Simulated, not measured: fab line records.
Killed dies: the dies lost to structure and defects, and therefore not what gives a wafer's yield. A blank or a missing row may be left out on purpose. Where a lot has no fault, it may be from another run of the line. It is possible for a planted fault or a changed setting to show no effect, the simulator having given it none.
Chamber matching    flow n5-finfet    cmp-02 running N5_HKMG_FIN_CMP_23: 4 sister chambers
The step polishes, stops on SiNx, t overpolish 10 s, target thk 46.326 nm. 7 wafers are shown with their chamber, then 7 later ones without.

== WAFERS PAIRED WITH THEIR CHAMBERS ==
wafer   chamber  motor-current-A (A)  overpolish-run-s (s)
L080.1  2        13.7                 10.004
L080.4  1        11.1                 9.990
L082.1  0        12.2                 9.997
L082.4  2        12.5                 9.995
L082.5  3        12.7                 10.017
L085.2  1        11.4                 9.995
L085.3  3        12.6                 9.998

== WAFERS WITHOUT THEIR CHAMBER ==
wafer   motor-current-A (A)  overpolish-run-s (s)
L085.5  12.1                 9.998
L095.4  11.2                 9.993
L095.5  11.7                 10.006
L095.6  13.0                 9.991
L096.1  12.4                 10.014
L096.3  12.4                 10.000
L096.5  11.9                 9.993

== THE CHAMBER EACH PASSED THROUGH ==
wafer   from the rows above                in truth
L085.5  can't be placed: 0 or 3 or 1 or 2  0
L095.4  can't be placed: 1 or 0            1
L095.5  can't be placed: 0 or 1 or 3 or 2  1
L095.6  can't be placed: 2 or 0 or 3       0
L096.1  can't be placed: 3 or 0 or 2       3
L096.3  can't be placed: 0 or 3 or 2 or 1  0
L096.5  can't be placed: 0 or 1 or 3 or 2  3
Placed correctly: 0 of 7. These rows do not allow placing 7 (true chamber among the candidates in 7). Number placed wrongly: 0.
How it was worked out, from the rows above alone: a wafer's distance from a chamber is the root of the sum, over the readings, of the square of ((its reading less the chamber's mean) divided by the reading's scatter). If the next closest chamber is less than 2 further off than the closest, the wafer can't be placed; otherwise it belongs to the closest. A chamber's mean is the mean of its shown wafers. The scatter is the square root of a quotient: the sum, over the shown wafers, of each reading's squared deviation from its chamber's mean, divided by wafers minus chambers.
